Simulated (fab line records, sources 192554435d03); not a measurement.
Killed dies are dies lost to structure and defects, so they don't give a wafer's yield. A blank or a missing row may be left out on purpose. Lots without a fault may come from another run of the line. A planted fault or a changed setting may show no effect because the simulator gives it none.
Which tool did it? | flow n5_finfet | 6 lots, 17 wafers sampled, at 1 step of a route of 1938

WHAT THE GAUGES READ, wafer by wafer
N5_PASSIVATION_CD_MEAS_10: target cd 3000 nm.
lot  | measured     | on        | cd_nm (nm)
L726 | day 12 05:25 | cd_sem-02 | 2996.2 2997.5 2998.2
L729 | day 13 04:38 | cd_sem-02 | 2996.6 2994.2 2995.7
L734 | day 14 00:17 | cd_sem-01 | 2995.9 3000.9 2995.5
L738 | day 15 06:53 | cd_sem-01 | 2999.5 3001.5 3002.0
L740 | day 16 06:34 | cd_sem-03 | 2998.8 2998.3 3001.2
L746 | day 18 09:52 | cd_sem-01 | 2997.1 2999.1

WHICH TOOL RAN EACH LOT (tool, then ch and the chambers of the sampled wafers, then the start)
The record holds no process step before these readings.

THE ANSWER, worked out from the rows above alone
Rule: what is usual is taken from the lots themselves. Put in order of their means at a reading, lots are off if they are a third of the lots or fewer, leave a main group of 4 or more, and stand apart from it by a gap of 3 or more times the standard deviation of the main group's means; of several such gaps the widest counts. A main group whose means are all the same, to the digits that the tables above print for the reading, isn't used. A lot without any number at a reading at which 4 lots or more have one is off too. The other lots that the step has rows for count as sound.
No lot is off at any reading shown: from this, nothing can be told.

WHAT THE SIMULATOR HAD PUT IN
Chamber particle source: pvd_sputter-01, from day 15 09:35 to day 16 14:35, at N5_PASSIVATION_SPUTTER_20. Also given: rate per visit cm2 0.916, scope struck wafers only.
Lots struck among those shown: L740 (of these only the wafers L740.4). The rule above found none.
